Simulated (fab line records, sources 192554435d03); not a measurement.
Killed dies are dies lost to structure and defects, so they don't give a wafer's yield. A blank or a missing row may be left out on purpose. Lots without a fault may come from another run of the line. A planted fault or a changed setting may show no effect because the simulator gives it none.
Split-lot experiment | flow n5_finfet | 7 lots, 21 wafers read, on a route of 1938 steps

THE SPLIT
At N5_BEOL_M7_ETCH_41 (etches SiCN in CH3F/O2, target depth 31.9 nm, time 57.8 s), the setting source_w was moved away from the recipe's 395 W on 8 of the 21 wafers read, by -12.7% to +12.9%. The other wafers ran this setting at the recipe's value.

The reading is taken at the split's own step.

THE READING
rf_vpp_V, in V, at N5_BEOL_M7_ETCH_41 (etches SiCN in CH3F/O2, target depth 31.9 nm, time 57.8 s). Fault-free wafers of this fab line usually give 296.8 V, standard deviation 1.5 V.

wafer  | tool, chamber at the split | source_w as run, W | against the recipe | rf_vpp_V, V | against lot-mates on the recipe
L075.3 | rie_diel-01, 1             | 344.8              | -12.7%             | 308.1       | +9.6
L075.4 | rie_diel-01, 0             | 395                | recipe             | 298.5       | -
L075.6 | rie_diel-01, 3             | 344.8              | -12.7%             | 309.9       | +11.4
L076.3 | rie_diel-02, 0             | 395                | recipe             | 297.2       | -
L076.5 | rie_diel-02, 2             | 395                | recipe             | 298.0       | -
L076.6 | rie_diel-02, 1             | 395                | recipe             | 295.7       | -
L080.1 | rie_diel-01, 2             | 395                | recipe             | 295.3       | -
L080.2 | rie_diel-01, 1             | 414.8              | +5.0%              | 290.6       | -4.8
L080.3 | rie_diel-01, 3             | 395                | recipe             | 295.5       | -
L081.1 | rie_diel-01, 1             | 395                | recipe             | 295.2       | -
L081.2 | rie_diel-01, 0             | 395                | recipe             | 298.6       | -
L081.4 | rie_diel-01, 2             | 395                | recipe             | 298.6       | -
L083.2 | rie_diel-01, 1             | 446.1              | +12.9%             | 285.6       | -9.7
L083.5 | rie_diel-01, 1             | 395                | recipe             | 295.3       | -
L083.6 | rie_diel-01, 0             | 446.1              | +12.9%             | 286.4       | -8.9
L085.4 | rie_diel-02, 0             | 395                | recipe             | 296.3       | -
L085.5 | rie_diel-02, 2             | 376.5              | -4.7%              | 300.4       | +4.0
L085.6 | rie_diel-02, 1             | 395                | recipe             | 296.5       | -
L092.2 | rie_diel-02, 2             | 429.2              | +8.7%              | 286.9       | -9.1
L092.5 | rie_diel-02, 2             | 395                | recipe             | 296.0       | -
L092.6 | rie_diel-02, 1             | 429.2              | +8.7%              | 288.1       | -7.9

THE FIT
A straight line over all 21 wafers: rf_vpp_V changes by -0.931 V for each +1% of source_w; r = -0.98; the points scatter about the line by 1.3 V.
The same after taking each lot's own level away (the mean of its wafers on the recipe; 21 wafers): -0.815 V for each +1%; r = -0.98; scatter 1.1 V.
On that fit, the largest move of source_w shifts the reading by 11 V.
The lots' own levels span 295.30 to 298.50 V, that is 2.1 times the standard deviation above.
So the lot-to-lot level changes the slope: the two fits differ.
Check: with one of the wafers moved furthest among these (+12.9%) left out of the fit, the line predicts -10.8 V for it against its lot-mates. It came out at -9.7 V against them.
Tool readings at the split's step, against how far the setting was moved: rf_vpp_V r = -0.98.

OTHER SPLITS ON THESE WAFERS
These wafers also went through other splits before the reading. Each is held against what the fit with the lots' levels taken away leaves over:
other split on the same wafers             | wafers away from the commonest value | r with rf_vpp_V (lot level and that fit taken away)
N5_BEOL_M6_ALD_77 co_reactant_pulse_time_s | 9                                    | +0.08
N5_BEOL_M7_TRENCH_ETCH_37 bias_w           | 13                                   | -0.23

THE WHOLE CHAIN: every reading that the file lists as answering this split, in the file's order
step               | what it does                                              | reading                                                        | change (the file's fit)                | r (the file's)
N5_BEOL_M7_ETCH_41 | etches SiCN in CH3F/O2, target depth 31.9 nm, time 57.8 s | rf_vpp_V                                                       | -0.819 V for each +1% of the setting   | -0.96
N5_BEOL_M7_ETCH_41 | etches SiCN in CH3F/O2, target depth 31.9 nm, time 57.8 s | etch.depth_nm (the simulator's own value, which no gauge read) | +0.0728 nm for each +1% of the setting | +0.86

THE FILE'S OWN FIT
rf_vpp_V changes by -0.819 V for each +1% of source_w, r = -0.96.
